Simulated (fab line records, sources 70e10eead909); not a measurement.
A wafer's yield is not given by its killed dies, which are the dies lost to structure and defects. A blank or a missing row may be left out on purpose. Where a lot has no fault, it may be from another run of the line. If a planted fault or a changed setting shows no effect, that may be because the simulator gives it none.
Matching of chambers	flow nand-harc	NHARC_A_M0_PRE_CLEAN_31 on pecvd-01: 3 sister chambers
The step time 12 s. 20 wafers are shown with their chamber, then 10 later ones without.

== EACH WAFER AND ITS CHAMBER ==
wafer	chamber	heater-power-w (W)
L077.3	1	572
L077.4	0	842
L077.6	1	592
L076.1	2	548
L076.3	0	831
L076.4	1	696
L084.1	2	556
L084.3	0	839
L084.5	1	648
L087.2	1	664
L087.4	0	854
L087.5	1	662
L091.3	1	596
L091.4	1	576
L091.6	0	757
L092.1	2	510
L092.3	0	827
L092.6	1	680
L092.2	1	657
L092.4	0	866

SIGNATURES, as means of the wafers listed above
reading	chamber 0	chamber 1	chamber 2	scatter within a chamber
heater-power-w	830.86	634.30	538.00	40.2
Rule: for each reading, subtract the chamber's mean from the wafer's reading, divide by that reading's scatter and square the result; add these up over the readings and take the root, which gives the wafer's distance from the chamber. The wafer belongs to the nearest chamber; if the next one is less than 2 further off, it can't be placed. The scatter: take each reading less its chamber's mean, square it, sum over the shown wafers, divide by the number of wafers less the number of chambers, and take the root.

== WAFERS WITH NO CHAMBER GIVEN ==
wafer	heater-power-w (W)
L092.5	502
L094.1	620
L094.2	818
L094.3	567
L094.4	823
L094.5	618
L094.6	583
L096.1	500
L096.2	612
L096.3	872

== EACH ONE'S CHAMBER ==
wafer	from the rows above	in truth
L092.5	2	2
L094.1	can't be placed: 1 or 2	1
L094.2	0	0
L094.3	can't be placed: 2 or 1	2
L094.4	0	0
L094.5	can't be placed: 1 or 2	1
L094.6	can't be placed: 2 or 1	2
L096.1	2	2
L096.2	can't be placed: 1 or 2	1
L096.3	0	0
Correctly placed: 5 of 10. Can't be placed from these rows: 5 (the true chamber is among the candidates in 5). Number placed wrongly: 0.
